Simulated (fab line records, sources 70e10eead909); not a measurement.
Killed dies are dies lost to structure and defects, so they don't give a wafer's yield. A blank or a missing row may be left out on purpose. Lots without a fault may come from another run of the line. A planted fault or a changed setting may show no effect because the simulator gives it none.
Chamber matching | flow nand_harc | NHARC_A_STAIRCASE_DESCUM_443 on rie_diel-05: 4 sister chambers
The step chemistry O2, time 3 s. 4 wafers are shown with their chamber, then 8 later ones without.

WAFERS WITH THEIR CHAMBER
wafer  | chamber | showerhead_plenum_p_Torr (Torr)
L085.1 | 2       | 1.90
L085.6 | 0       | 1.83
L089.4 | 3       | 1.95
L090.2 | 1       | 1.82

WAFERS WITHOUT THEIR CHAMBER
wafer  | showerhead_plenum_p_Torr (Torr)
L090.4 | 1.83
L090.5 | 1.82
L094.1 | 1.83
L094.4 | 1.89
L094.5 | 1.89
L096.2 | 1.83
L096.3 | 1.95
L096.4 | 1.81

WHICH CHAMBER EACH WENT THROUGH
wafer  | from the rows above     | in truth
L090.4 | can't be placed: 0 or 1 | 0
L090.5 | can't be placed: 1 or 0 | 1
L094.1 | can't be placed: 0 or 1 | 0
L094.4 | 2                       | 2
L094.5 | 2                       | 2
L096.2 | can't be placed: 0 or 1 | 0
L096.3 | 3                       | 3
L096.4 | can't be placed: 1 or 0 | 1
Placed correctly: 3 of 8. Can't be placed from these rows: 5 (the true chamber is among the candidates in 5). Placed wrongly: 0.
How it was worked out, from the rows above alone: a wafer's distance from a chamber is the root of the sum, over the readings, of the square of ((its reading less the chamber's mean) divided by the reading's scatter). The wafer belongs to the nearest chamber; if the next one is less than 2 further off, it can't be placed. A chamber's mean is the mean of its shown wafers. The scatter: with one shown wafer a chamber, the root of the mean of the squares of how far each hidden wafer lies from its nearest shown one.
